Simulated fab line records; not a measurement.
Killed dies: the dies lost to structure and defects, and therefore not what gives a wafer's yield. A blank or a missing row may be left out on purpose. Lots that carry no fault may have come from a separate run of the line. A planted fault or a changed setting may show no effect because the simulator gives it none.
2 desks looking at one fault ; flow n5 finfet ; only its own numbers are on each desk; what lay behind them is given at the end
Where a reading is given only as a bound, like >300, the bound stands for it, and a mean or a difference that rests on one is marked > or <: the true number lies beyond.

THE DEFECT DESK
What the inspections along the route counted, lot by lot: means of the sampled wafers that have a number. A lot is out of limits, marked OUT, if its mean lies more than 4 standard deviations from the usual mean; the brackets give that distance.
Columns: A = raw defect count at N5_PASSIVATION_INSPECT_61, usual 2.1
lot;first seen here;A
L573;day 13 01:49;1.0
L576;day 14 01:19;>300 (+99 or more) OUT
L579;day 14 16:57;>300 (+99 or more) OUT
L580;day 14 22:32;2.3
L582;day 15 04:41;3.0
L585;day 15 21:55;1.7
L583;day 16 05:02;3.0
L586;day 16 11:02;2.5
L588;day 16 20:17;1.0
L589;day 17 05:26;2.0
L591;day 17 08:41;1.7
This desk finds L576, L579 out of limits, L576 being first, at day 14 01:19 (raw defect count at N5_PASSIVATION_INSPECT_61). Within limits: L573, L580, L582, L585, L583, L586, L588, L589, L591.

AT THE METROLOGY DESK
What the gauges read, lot by lot, whatever tool the lot ran on: means of the sampled wafers that have a number. A lot is out of limits, marked OUT, if its mean lies more than 4 standard deviations from the usual mean; the brackets give that distance.
Columns: A = cd nm at N5_MIM_BOT_LITHO_CD_MEAS_08, usual 3000.2 nm
lot;first seen here;A
L573;day 12 21:43;3000.2
L576;day 13 22:15;3000.5
L579;day 14 11:58;2996.9
L580;day 14 19:19;2999.2
L582;day 15 03:02;2999.3
L585;day 15 18:22;3000.0
L583;day 16 02:42;3000.2
L586;day 16 09:27;2999.2
L588;day 16 18:50;2999.3
L589;day 17 02:28;2999.5
L591;day 17 06:51;3002.1
Finding of this desk: none of the 11 lots has anything out of limits.

ALL TOGETHER
The defect desk could have raised an alarm at day 14 01:19, on L576, L579.
Metrology desk: nothing out of limits seen.
The metrology desk has L576, L579 on record, within its limits.
On wet bench-02, each named lot ran N5_MIM_BOT_ETCH_CLEAN_05.

WHAT THE SIMULATOR PUT IN
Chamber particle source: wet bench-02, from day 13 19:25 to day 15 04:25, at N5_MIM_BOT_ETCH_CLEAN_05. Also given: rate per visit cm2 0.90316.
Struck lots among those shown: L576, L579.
Hours from the fault's start to each desk's first reading out of limits: the defect desk, 6.
